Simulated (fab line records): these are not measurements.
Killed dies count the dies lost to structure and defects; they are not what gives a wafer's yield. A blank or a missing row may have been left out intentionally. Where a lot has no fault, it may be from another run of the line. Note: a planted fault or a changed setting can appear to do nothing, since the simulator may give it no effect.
The tool behind it: which one? | flow nand_harc | 15 lots, 45 wafers sampled, at 4 steps of a route of 1159

## WHAT THE GAUGES READ, wafer by wafer
No reading from a measuring or inspecting step in the record can be judged against a usual standard deviation.

## EACH LOT AND THE TOOL THAT RAN IT (in order: tool; ch and the chambers of the sampled wafers; start)
lot  | NHARC_P_CONTACT_PVD_32                  | NHARC_P_M0_PVD_20                       | NHARC_P_M1_PEB_07                 | NHARC_P_M1_PVD_21
L927 | pvd_sputter-01, day 6 01:47 or earlier  | pvd_sputter-02, day 6 01:47 or earlier  | litho_track-04 ch 0, day 6 01:47  | pvd_sputter-03, no start
L929 | pvd_sputter-01, day 6 05:46 or earlier  | pvd_sputter-02, day 6 05:46 or earlier  | litho_track-06 ch 0, day 6 05:46  | pvd_sputter-03, no start
L931 | pvd_sputter-01, day 6 18:59 or earlier  | pvd_sputter-01, day 6 18:59 or earlier  | litho_track-04 ch 0, day 6 18:59  | pvd_sputter-03, no start
L930 | pvd_sputter-02, day 7 00:04 or earlier  | pvd_sputter-01, day 7 00:04 or earlier  | litho_track-01 ch 0, day 7 00:04  | pvd_sputter-02, no start
L932 | pvd_sputter-02, day 7 02:10 or earlier  | pvd_sputter-01, day 7 02:10 or earlier  | litho_track-06, day 7 02:10       | pvd_sputter-02, no start
L933 | pvd_sputter-01, day 7 10:37 or earlier  | pvd_sputter-03, day 7 10:37 or earlier  | litho_track-04, day 7 10:37       | pvd_sputter-03, no start
L934 | pvd_sputter-03, day 7 21:59 or earlier  | pvd_sputter-02, day 7 21:59 or earlier  | litho_track-01, day 7 21:59       | pvd_sputter-02, no start
L942 | pvd_sputter-01, day 9 04:54 or earlier  | pvd_sputter-01, day 9 04:54 or earlier  | litho_track-04 ch 0, day 9 04:54  | pvd_sputter-02, no start
L943 | pvd_sputter-03, day 10 06:31 or earlier | pvd_sputter-03, day 10 06:31 or earlier | litho_track-04 ch 0, day 10 06:31 | pvd_sputter-02, no start
L945 | pvd_sputter-03, day 10 13:57 or earlier | pvd_sputter-02, day 10 13:57 or earlier | litho_track-04 ch 0, day 10 13:57 | pvd_sputter-03, no start
L947 | pvd_sputter-01, day 10 21:01 or earlier | pvd_sputter-01, day 10 21:01 or earlier | litho_track-06 ch 0, day 10 21:01 | pvd_sputter-03, no start
L946 | pvd_sputter-01, day 10 21:45 or earlier | pvd_sputter-03, day 10 21:45 or earlier | litho_track-01 ch 0, day 10 21:45 | pvd_sputter-03, no start
L948 | pvd_sputter-01, day 11 05:34 or earlier | pvd_sputter-03, day 11 05:34 or earlier | litho_track-06 ch 0, day 11 05:34 | pvd_sputter-03, no start
L949 | pvd_sputter-01, day 11 11:08 or earlier | pvd_sputter-02, day 11 11:08 or earlier | litho_track-06 ch 0, day 11 11:08 | pvd_sputter-02, no start
L950 | pvd_sputter-02, day 11 11:34 or earlier | pvd_sputter-03, day 11 11:34 or earlier | litho_track-01 ch 0, day 11 11:34 | pvd_sputter-02, no start
- NHARC_P_CONTACT_PVD_32: deposits Ti, target thk 5 nm, time 17.7 s.
- NHARC_P_M0_PVD_20: deposits TaN, target thk 5 nm, time 8.06 s.
- NHARC_P_M1_PEB_07: peb time 65 s.
- NHARC_P_M1_PVD_21: deposits Cu, target thk 30 nm, time 20.49 s.

## WHAT THE TOOLS THEMSELVES READ (means of the sampled wafers that have a number; where no wafer has one, the mark that the record gives instead)
NHARC_P_CONTACT_PVD_32.
lot  | tool           | substrate_temp_c (C) | throttle_valve_pct (%)
L927 | pvd_sputter-01 | 199.96               | 28.6
L929 | pvd_sputter-01 | 200.12               | 31.1
L931 | pvd_sputter-01 | 200.02               | 29.4
L930 | pvd_sputter-02 | 200.09               | 30.5
L932 | pvd_sputter-02 | 199.97               | 30.5
L933 | pvd_sputter-01 | 199.80               | 29.4
L934 | pvd_sputter-03 | 199.93               | 28.5
L942 | pvd_sputter-01 | 200.13               | 28.7
L943 | pvd_sputter-03 | 200.13               | 30.3
L945 | pvd_sputter-03 | 200.00               | 30.4
L947 | pvd_sputter-01 | 200.00               | 28.7
L946 | pvd_sputter-01 | 199.87               | 30.2
L948 | pvd_sputter-01 | 199.97               | 31.4
L949 | pvd_sputter-01 | 200.04               | 29.8
L950 | pvd_sputter-02 | 199.96               | 30.6

NHARC_P_M0_PVD_20.
lot  | tool           | substrate_temp_c (C) | throttle_valve_pct (%)
L927 | pvd_sputter-02 | 50.00                | 30.0
L929 | pvd_sputter-02 | 50.03                | 29.9
L931 | pvd_sputter-01 | 49.93                | 29.5
L930 | pvd_sputter-01 | 49.95                | 28.5
L932 | pvd_sputter-01 | 49.99                | 28.6
L933 | pvd_sputter-03 | 49.85                | 29.4
L934 | pvd_sputter-02 | 50.03                | 30.6
L942 | pvd_sputter-01 | 49.98                | 29.3
L943 | pvd_sputter-03 | 50.08                | 29.7
L945 | pvd_sputter-02 | 50.00                | 30.7
L947 | pvd_sputter-01 | 49.94                | 30.9
L946 | pvd_sputter-03 | 49.97                | 28.7
L948 | pvd_sputter-03 | 50.08                | 29.8
L949 | pvd_sputter-02 | 49.97                | 30.2
L950 | pvd_sputter-03 | 50.08                | 29.4

NHARC_P_M1_PEB_07.
lot  | tool           | chill_plate_temp_C (C) | exhaust_pa (Pa) | plate_temp_C (C)
L927 | litho_track-04 | 23.05                  | 44.5            | 100.06
L929 | litho_track-06 | 22.93                  | 43.9            | 100.14
L931 | litho_track-04 | 22.93                  | 45.0            | 99.97
L930 | litho_track-01 | 23.03                  | 45.1            | 100.18
L932 | litho_track-06 | -                      | -               | -
L933 | litho_track-04 | -                      | -               | -
L934 | litho_track-01 | -                      | -               | -
L942 | litho_track-04 | 22.85                  | 45.5            | 100.03
L943 | litho_track-04 | 22.91                  | 45.9            | 100.29
L945 | litho_track-04 | 22.97                  | 45.2            | 100.10
L947 | litho_track-06 | 23.00                  | 45.8            | 99.96
L946 | litho_track-01 | 22.76                  | 44.7            | 100.03
L948 | litho_track-06 | 23.01                  | 45.6            | 100.10
L949 | litho_track-06 | 22.92                  | 43.8            | 100.06
L950 | litho_track-01 | 22.96                  | 44.5            | 100.18

NHARC_P_M1_PVD_21.
lot  | tool           | substrate_temp_c (C) | throttle_valve_pct (%)
L927 | pvd_sputter-03 | 29.94                | 28.9
L929 | pvd_sputter-03 | 29.91                | 29.8
L931 | pvd_sputter-03 | 30.07                | 29.5
L930 | pvd_sputter-02 | 30.06                | 30.4
L932 | pvd_sputter-02 | 29.95                | 30.0
L933 | pvd_sputter-03 | 30.06                | 30.3
L934 | pvd_sputter-02 | 30.00                | 30.5
L942 | pvd_sputter-02 | 30.00                | 30.4
L943 | pvd_sputter-02 | 30.04                | 30.6
L945 | pvd_sputter-03 | 29.94                | 29.4
L947 | pvd_sputter-03 | 29.96                | 30.3
L946 | pvd_sputter-03 | 29.97                | 29.3
L948 | pvd_sputter-03 | 29.92                | 30.4
L949 | pvd_sputter-02 | 29.99                | 30.3
L950 | pvd_sputter-02 | 29.95                | 30.2

## THE ANSWER, worked out from the rows above alone
Rule: usual is defined by the lots themselves. The widest of any qualifying gaps counts: lots, ordered by their means at a reading, are off when they make up no more than a third of the lots, leave a main group of 4 or more, and stand apart from it by 3 or more times the standard deviation of that group's means. The tables above print the reading to a certain number of digits; a main group whose means all agree to those digits is not used. Also off: a lot with no number at a reading for which 4 or more lots have one. The other lots that the step has rows for count as sound. After the gauges, taken in route order, come the tools' own readings; for these a lot's mean is taken, as printed above. At the first step where some lot is off, the reading lying furthest off is the one used; lots without a number count as furthest.
Off: L932, L933, L934 (NHARC_P_M1_PEB_07, chill_plate_temp_C). Without a number there: L932, L933, L934. Mean 22.94 C and standard deviation 0.077 in the main group.
If a tool, at that step or one of the process steps before it, ran each lot that is off and ran no sound lot following the first of them, it fits. NHARC_P_CONTACT_PVD_32: start missing for some lots; hours and lot order therefore follow NHARC_P_M1_PEB_07. NHARC_P_M0_PVD_20: start missing for some lots; hours and lot order therefore follow NHARC_P_M1_PEB_07. Of those tried, none fits.

## WHAT THE SIMULATOR HAD INSERTED
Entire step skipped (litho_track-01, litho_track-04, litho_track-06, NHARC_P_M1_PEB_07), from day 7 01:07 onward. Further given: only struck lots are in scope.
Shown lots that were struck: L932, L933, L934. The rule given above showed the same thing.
